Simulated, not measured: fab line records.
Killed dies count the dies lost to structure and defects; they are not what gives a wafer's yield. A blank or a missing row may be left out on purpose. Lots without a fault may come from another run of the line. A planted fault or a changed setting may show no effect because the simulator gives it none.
Which tool was responsible? ; flow n5_finfet ; Sampling: 11 lots, 31 wafers, 2 of 1938 route steps

WHAT THE GAUGES READ, wafer by wafer
N5_BEOL_M9_OVL_MEAS_12. Usual: M9_OVL gives -0.1 nm (standard deviation 0.85).
lot;measured;on;M9_OVL (nm);flag
L287;day 9 12:33;overlay-02;-1.1 -1.2 -1.4;
L289;day 10 14:32;overlay-02;-0.2 -0.6 -1.4;
L291;day 11 08:44;overlay-01;0.0 -0.9 -0.3;
L290;day 11 09:02;overlay-02;-0.7 -0.9 -1.1;
L292;day 11 09:14;overlay-02;1.7 0.8 0.3;
L296;day 11 12:59;overlay-01;1.9 -0.2 1.0;
L294;day 11 21:04;overlay-01;0.2 0.8 1.4;
L297;day 12 16:26;overlay-02;-0.2 0.2 0.2;
L301;day 13 10:50;overlay-01;-0.8 -0.2 -1.0;
L305;day 14 10:51;overlay-02;0.3 -1.8;
L306;day 14 18:23;overlay-01;-1.2 -0.2;

N5_BEOL_M9_CD_MEAS_18: pitch 140 nm, target cd 70 nm. Usual: cd_nm 69.9 nm, standard deviation 0.66.
lot;measured;on;cd_nm (nm);flag
L287;day 9 13:34;cd_sem-01;70.4 70.5 70.6;
L289;day 10 15:03;cd_sem-02;71.1 69.9 70.0;
L291;day 11 09:19;cd_sem-01;68.7 68.6 69.6;
L290;day 11 09:34;cd_sem-02;70.1 70.5 69.4;
L292;day 11 09:46;cd_sem-02;69.0 69.8 70.0;
L296;day 11 14:23;cd_sem-02;70.8 70.5 68.7;
L294;day 11 22:01;cd_sem-01;70.9 69.4 69.7;
L297;day 12 17:01;cd_sem-01;70.1 70.6 69.4;
L301;day 13 11:21;cd_sem-01;69.1 69.5 70.2;
L305;day 14 11:53;cd_sem-01;69.7 69.7;
L306;day 14 19:02;cd_sem-02;70.4 70.5;

WHICH TOOL RAN EACH LOT (tool, then ch and the chambers of the sampled wafers, then the start)
The record shows no process step preceding these readings.

WHAT THE TOOLS THEMSELVES READ (means of the sampled wafers that have a number; where no wafer has one, the mark that the record gives instead)
The record holds no such reading with a usual standard deviation.

THE ANSWER, worked out from the rows above alone
Rule: take the mean of a lot's wafers that have a number; if it is more than 3 standard deviations from the usual mean, the lot is off. A lot without any number at a reading at which 4 lots or more have one is off too. The other lots that the step has rows for count as sound. Order of review: gauges by route order, followed by the tools' own readings, for which a lot's mean as printed above is used. At the first step where some lot is off, the reading lying furthest off is the one used; lots without a number count as furthest.
No lot is off at any reading shown: from this, nothing can be told.

WHAT THE SIMULATOR HAD INSERTED
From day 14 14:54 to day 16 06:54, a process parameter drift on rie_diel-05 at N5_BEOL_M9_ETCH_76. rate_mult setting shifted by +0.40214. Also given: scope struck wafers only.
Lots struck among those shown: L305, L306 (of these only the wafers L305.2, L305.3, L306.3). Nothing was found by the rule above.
